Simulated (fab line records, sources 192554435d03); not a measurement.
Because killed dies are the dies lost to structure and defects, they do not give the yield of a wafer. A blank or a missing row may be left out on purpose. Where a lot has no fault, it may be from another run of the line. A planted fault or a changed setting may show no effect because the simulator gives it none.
Lot-split experiment    flow n5Finfet    route with 1938 steps; 7 lots, 21 wafers read

## ABOUT THE SPLIT
At N5_BEOL_M6_VIA_ETCH_34 (etches SiCOH lowk in C4F6/O2, target depth 126.3 nm, time 50.9 s), the setting timeS was moved away from the recipe's 50.9 s on 7 of the 21 wafers read, by -16.6% to +21.4%. This setting was run at the recipe's value on the other wafers.

The reading is taken at the split's own step.

## THE READING
SOC_of_BEOL_M6_COAT_63.thkNm (the simulator's own value, which no gauge read), in nm, at N5_BEOL_M6_VIA_ETCH_34 (etches SiCOH lowk in C4F6/O2, target depth 126.3 nm, time 50.9 s). The file gives no usual value for it. Here, 14 wafers ran the recipe; their average is 54.0 nm with a standard deviation of 0.18 nm.

wafer   tool, chamber at the split  timeS as run, s  against the recipe  SOC_of_BEOL_M6_COAT_63.thkNm, nm  against lot-mates on the recipe
L077.3  rieDiel-02, 0               42.46            -16.6%              54.8                              +1.2
L077.5  rieDiel-02, 0               50.9             recipe              53.6                              -
L077.6  rieDiel-02, 1               42.46            -16.6%              54.6                              +1.0
L079.1  rieDiel-02, 1               50.9             recipe              54                                -
L079.2  rieDiel-02, 2               50.9             recipe              54                                -
L079.4  rieDiel-02, 2               55.72            +9.5%               53.6                              -0.4
L084.2  rieDiel-02, 2               50.9             recipe              54                                -
L084.4  rieDiel-02, 1               50.9             recipe              54.2                              -
L084.6  rieDiel-02, 0               50.9             recipe              54                                -
L087.1  rieDiel-01, 2               50.9             recipe              53.8                              -
L087.4  rieDiel-01, 3               50.9             recipe              54.2                              -
L087.6  rieDiel-01, 2               50.9             recipe              54                                -
L089.1  rieDiel-01, 1               50.9             recipe              54.2                              -
L089.4  rieDiel-01, 0               60.68            +19.2%              52.6                              -1.6
L089.5  rieDiel-01, 1               50.9             recipe              54.2                              -
L091.3  rieDiel-01, 1               50.9             recipe              54.2                              -
L091.4  rieDiel-01, 0               61.81            +21.4%              52.4                              -1.8
L091.6  rieDiel-01, 3               61.81            +21.4%              52.8                              -1.4
L097.2  rieDiel-05, 1               50.9             recipe              53.8                              -
L097.4  rieDiel-05, 3               45.32            -11.0%              54.6                              +0.7
L097.6  rieDiel-05, 0               50.9             recipe              54                                -

FIT RESULTS
A straight line over all 21 wafers: SOC_of_BEOL_M6_COAT_63.thkNm changes by -0.0583 nm for each +1% of timeS; r = -0.95; the points scatter about the line by 0.21 nm.
The same after taking each lot's own level away (the mean of its wafers on the recipe; 21 wafers): -0.0717 nm for each +1%; r = -0.98; scatter 0.14 nm.
On that fit, the largest move of timeS shifts the reading by 1.5 nm.
The lots' own levels span 53.60 to 54.20 nm, that is 3.4 times the standard deviation above.
So the slope is not independent of the lot-to-lot level: the two fits are not the same.
Check: -1.47 nm against its lot-mates is what the line predicts for one of the wafers moved furthest among these (+21.4%) when that wafer is left out of the fit. It came out at -1.8 nm against them.

## OTHER SPLITS ON THESE WAFERS
Before the reading, these wafers also passed through other splits. Each is held against what the fit with the lots' levels taken away leaves over:
other split on the same wafers  wafers away from the commonest value  r with SOC_of_BEOL_M6_COAT_63.thkNm (lot level and that fit taken away)
N5_BEOL_M6_ETCH_66 biasW        8                                     +0.16

## THE WHOLE CHAIN: every reading that the file lists as answering this split, in the file's order
step                    what it does                                                      reading                                                                        change (the file's fit)                 r (the file's)
N5_BEOL_M6_VIA_ETCH_34  etches SiCOH lowk in C4F6/O2, target depth 126.3 nm, time 50.9 s  etch.depthNm (the simulator's own value, which no gauge read)                  +1.3 nm for each +1% of the setting     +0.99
N5_BEOL_M6_VIA_ETCH_34  etches SiCOH lowk in C4F6/O2, target depth 126.3 nm, time 50.9 s  SOC_of_BEOL_M6_COAT_63.thkNm (the simulator's own value, which no gauge read)  -0.0721 nm for each +1% of the setting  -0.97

## FILE'S OWN FIT
SOC_of_BEOL_M6_COAT_63.thkNm changes by -0.0721 nm for each +1% of timeS, r = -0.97.
